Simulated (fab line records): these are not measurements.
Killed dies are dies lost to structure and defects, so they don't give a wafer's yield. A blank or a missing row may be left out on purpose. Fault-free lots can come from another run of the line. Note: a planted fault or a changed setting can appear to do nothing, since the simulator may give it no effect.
Matching of chambers :: flow n5 finfet :: N5_DUMMY_GATE_ETCH_44 on rie si-06 has 4 sister chambers
The step etches poly-Si in HBr/O2, stops on SiO2, target depth 127.5 nm. 18 wafers are shown with their chamber, then 9 later ones without.

## WAFERS, EACH WITH ITS CHAMBER
wafer: L074.4
chamber: 0
drypump motor current A (A): 6.2
throttle valve pct (%): 18.12
oes product au (a.u.): 0.734

wafer: L074.5
chamber: 0
drypump motor current A (A): 6.2
throttle valve pct (%): 18.12
oes product au (a.u.): 0.727

wafer: L074.6
chamber: 1
drypump motor current A (A): 6.1
throttle valve pct (%): 18.52
oes product au (a.u.): 0.743

wafer: L075.2
chamber: 2
drypump motor current A (A): 5.6
throttle valve pct (%): 18.51
oes product au (a.u.): 0.728

wafer: L075.3
chamber: 1
drypump motor current A (A): 6.1
throttle valve pct (%): 18.53
oes product au (a.u.): 0.741

wafer: L075.4
chamber: 3
drypump motor current A (A): 5.3
throttle valve pct (%): 18.36
oes product au (a.u.): 0.722

wafer: L085.2
chamber: 0
drypump motor current A (A): 6.1
throttle valve pct (%): 18.11
oes product au (a.u.): 0.740

wafer: L085.5
chamber: 0
drypump motor current A (A): 6.1
throttle valve pct (%): 18.12
oes product au (a.u.): 0.731

wafer: L085.6
chamber: 1
drypump motor current A (A): 6.1
throttle valve pct (%): 18.51
oes product au (a.u.): 0.741

wafer: L088.3
chamber: 3
drypump motor current A (A): 5.3
throttle valve pct (%): 18.36
oes product au (a.u.): 0.710

wafer: L088.5
chamber: 3
drypump motor current A (A): 5.3
throttle valve pct (%): 18.36
oes product au (a.u.): 0.718

wafer: L088.6
chamber: 0
drypump motor current A (A): 6.1
throttle valve pct (%): 18.10
oes product au (a.u.): 0.735

wafer: L090.3
chamber: 1
drypump motor current A (A): 6.1
throttle valve pct (%): 18.52
oes product au (a.u.): 0.727

wafer: L090.5
chamber: 2
drypump motor current A (A): 5.7
throttle valve pct (%): 18.37
oes product au (a.u.): 0.722

wafer: L090.6
chamber: 1
drypump motor current A (A): 6.1
throttle valve pct (%): 18.53
oes product au (a.u.): 0.742

wafer: L091.1
chamber: 2
drypump motor current A (A): 5.6
throttle valve pct (%): 18.37
oes product au (a.u.): 0.711

wafer: L091.4
chamber: 1
drypump motor current A (A): 6.1
throttle valve pct (%): 18.53
oes product au (a.u.): 0.731

wafer: L091.5
chamber: 3
drypump motor current A (A): 5.3
throttle valve pct (%): 18.36
oes product au (a.u.): 0.706

SIGNATURES (means of the wafers above)
reading: drypump motor current A
chamber 0: 6.140
chamber 1: 6.100
chamber 2: 5.633
chamber 3: 5.300
scatter within a chamber: 0.0365

reading: throttle valve pct
chamber 0: 18.1140
chamber 1: 18.5233
chamber 2: 18.4167
chamber 3: 18.3600
scatter within a chamber: 0.0313

reading: oes product au
chamber 0: 0.73340
chamber 1: 0.73750
chamber 2: 0.72033
chamber 3: 0.71400
scatter within a chamber: 0.0067
Rule: a wafer lies at a distance from a chamber equal to the root of the sum of squares, over the readings, of (its reading less the chamber's mean, divided by the reading's scatter). If the next closest chamber is less than 2 further off than the closest, the wafer can't be placed; otherwise it belongs to the closest. How the scatter is found: for the shown wafers, subtract from each reading the mean of its chamber, square and add these, divide the total by (wafers less chambers), then take the root.

## WAFERS WITH NO CHAMBER GIVEN
wafer: L094.1
drypump motor current A (A): 5.6
throttle valve pct (%): 18.37
oes product au (a.u.): 0.719

wafer: L094.2
drypump motor current A (A): 5.3
throttle valve pct (%): 18.37
oes product au (a.u.): 0.717

wafer: L094.6
drypump motor current A (A): 6.1
throttle valve pct (%): 18.11
oes product au (a.u.): 0.735

wafer: L095.1
drypump motor current A (A): 6.1
throttle valve pct (%): 18.12
oes product au (a.u.): 0.728

wafer: L095.5
drypump motor current A (A): 6.1
throttle valve pct (%): 18.12
oes product au (a.u.): 0.739

wafer: L095.6
drypump motor current A (A): 5.3
throttle valve pct (%): 18.36
oes product au (a.u.): 0.716

wafer: L097.1
drypump motor current A (A): 5.6
throttle valve pct (%): 18.37
oes product au (a.u.): 0.698

wafer: L097.3
drypump motor current A (A): 6.1
throttle valve pct (%): 18.12
oes product au (a.u.): 0.724

wafer: L097.5
drypump motor current A (A): 5.3
throttle valve pct (%): 18.37
oes product au (a.u.): 0.706

## CHAMBER TAKEN BY EACH
wafer: L094.1
from the rows above: 2
in truth: 2

wafer: L094.2
from the rows above: 3
in truth: 3

wafer: L094.6
from the rows above: 0
in truth: 0

wafer: L095.1
from the rows above: 0
in truth: 0

wafer: L095.5
from the rows above: 0
in truth: 0

wafer: L095.6
from the rows above: 3
in truth: 3

wafer: L097.1
from the rows above: 2
in truth: 2

wafer: L097.3
from the rows above: 0
in truth: 0

wafer: L097.5
from the rows above: 3
in truth: 3
9 of 9 placed correctly. Number that these rows cannot place: 0. Wrongly placed: 0.
